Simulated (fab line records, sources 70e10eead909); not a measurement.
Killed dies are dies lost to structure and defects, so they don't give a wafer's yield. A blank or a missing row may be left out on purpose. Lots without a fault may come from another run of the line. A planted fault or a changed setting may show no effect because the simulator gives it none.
A struck lot beside a sound one | flow nand_harc | 33 steps out of a route of 1159
Sound: wafers L453.1, L453.3, L453.5. Struck: wafers L466.1, L466.2, L466.3. The cause comes at the end.
At each step with rows: each side's tool, then ch and its chambers, then its first start. Under that, the readings that differ: sound wafers | struck wafers | difference of the means | sigmas: that difference in standard deviations of wafers without a fault.
alike: readings whose means differ by less than 2 such deviations, and words and numbers that are the same on both sides. not compared: withheld readings, readings that some wafer has no value for, bounds like >300 that may hide the same value, and numbers for which the record gives no deviation and whose values overlap.
The two part at a step that has a row with sigmas, a row that says differs or no value, or rows on one side only. Numbers that don't overlap but have no deviation are shown without sigmas and don't part them. A reading that every wafer of one side lacks parts them only if that side has two wafers or more.

first, 1 step without rows for these wafers: NHARC_A_M0_DESCUM_14 (chemistry O2, time 3 s).
NHARC_A_M0_ETCH_34: etches the open film in N2/H2, target depth 40 nm, overetch 12 nm, time 43.94 s.
  sound on rie_diel-09 ch 0,3, day 17 23:37; struck on rie_diel-05 ch 0,2,3, day 21 10:47
  alike: bias_w, drypump_motor_current_A, n2_flow_sccm, oes_product_au, rf_vpp_V, showerhead_plenum_p_Torr, throttle_valve_pct
  not compared: rf_hours_counter_h
then, 1 step without rows for these wafers: NHARC_A_M0_ETCH_15 (etches the open film in C4F8/Ar, target depth 150 nm, overetch 15 nm, time 82.5 s).
NHARC_A_M0_CD_MEAS_16:
  sound on cd_sem-02, day 17 23:50; struck on cd_sem-01, day 21 11:00
  alike: cd_nm
NHARC_A_M0_STRIP_18: strips in N2/H2.
  sound on rie_diel-06 ch 0,1,2, day 17 23:55; struck on rie_diel-06 ch 0,1,2, day 21 11:05
  alike: drypump_motor_current_A, n2_flow_sccm, oes_product_au, power_w, rf_vpp_V, showerhead_plenum_p_Torr, throttle_valve_pct
  not compared: rf_hours_counter_h
then, 4 steps without rows for these wafers: NHARC_A_M0_STRIP_19 (strips in post etch residue remover, time 600 s); NHARC_A_M0_DEGAS_28 (time 60 s); NHARC_A_M0_PRE_CLEAN_29 (time 30 s); NHARC_A_M0_PVD_20 (deposits TaN, target thk 5 nm, time 8.06 s).
NHARC_A_M0_PVD_21: deposits Cu, target thk 30 nm, time 20.49 s.
  sound on pvd_sputter-01; struck on pvd_sputter-01
  alike: substrate_temp_c, throttle_valve_pct
then, 2 steps without rows for these wafers: NHARC_A_M0_ECD_22 (material Cu, target thk 400 nm); NHARC_A_M0_ANNEAL_30 (time 90 s).
NHARC_A_M0_CMP_23: polishes, t overpolish 20 s, target thk 113.75 nm.
  sound on cmp-02 ch 0,2,3, day 18 01:35; struck on cmp-02 ch 1,2,3, day 21 12:44
  alike: motor_current_A, time_to_endpoint_s
NHARC_A_M0_THK_MEAS_24: measures by xrf.
  sound on film_metro-02, day 18 01:54; struck on film_metro-01, day 21 13:02
  alike: thk_nm
then, 1 step without rows for these wafers: NHARC_A_M0_SRD_25.
NHARC_A_M0_INSPECT_27:
  sound on defect_inspect-01, day 18 02:04; struck on defect_inspect-01, day 21 13:11
  reading          | sound       | struck         | difference | sigmas
  raw_defect_count | 592 429 381 | 1747 1698 1816 | +1286      | +11
NHARC_A_M0_PRE_CLEAN_31: time 12 s.
  sound on pecvd-03 ch 0,1,2, day 18 02:08; struck on pecvd-03 ch 0,1,2, day 21 13:16
  alike: heater_power_w
NHARC_A_M0_DEP_32: deposits SiCN, target thk 30 nm.
  sound on pecvd-03 ch 0,1,2, day 18 02:15; struck on pecvd-03 ch 0,1,2, day 21 13:20
  alike: chamber_pressure_Torr, heater_power_w, showerhead_vpp_V
then, 10 steps without rows for these wafers: NHARC_A_M1_DEP_00 (deposits SiOC, target thk 182.5 nm); NHARC_A_M1_DEHYDRATE_01 (time 120 s); NHARC_A_M1_HMDS_02 (time 30 s); NHARC_A_M1_COAT_34 (time 65 s); NHARC_A_M1_COAT_03 (resist thk 90 nm); NHARC_A_M1_SOFTBAKE_04 (time 55 s); NHARC_A_M1_EBR_05; NHARC_A_M1_EXPOSE_06 (exposes mask A M1, target cd 120 nm); NHARC_A_M1_PEB_07 (peb time 65 s); NHARC_A_M1_DEVELOP_08 (develop time 35 s).
NHARC_A_M1_CD_MEAS_09: target cd 120 nm.
  sound on cd_sem-02 ch 0, day 18 03:27; struck on cd_sem-03 ch 0, day 21 14:34
  alike: cd_nm
NHARC_A_M1_OVL_MEAS_10: pitch 240 nm.
  sound on overlay-02, day 18 03:32; struck on overlay-02, day 21 14:39
  alike: overlay_x_nm, overlay_y_nm
NHARC_A_M1_INSPECT_11:
  sound on defect_inspect-01, day 18 03:35; struck on defect_inspect-01, day 21 14:41
  reading          | sound    | struck         | difference | sigmas
  raw_defect_count | 46 39 23 | 1394 1438 1454 | +1393      | +99 or more
then, 1 step without rows for these wafers: NHARC_A_M1_DESCUM_14 (chemistry O2, time 3 s).
NHARC_END_SORT_01:
  the record has rows for the struck wafers here (prober-01 ch 0, day 23 04:38) and none for the sound ones

WHERE THEY PART
First at NHARC_A_M0_INSPECT_27; last, within this record, at NHARC_END_SORT_01.

WHY: what the simulator had put in
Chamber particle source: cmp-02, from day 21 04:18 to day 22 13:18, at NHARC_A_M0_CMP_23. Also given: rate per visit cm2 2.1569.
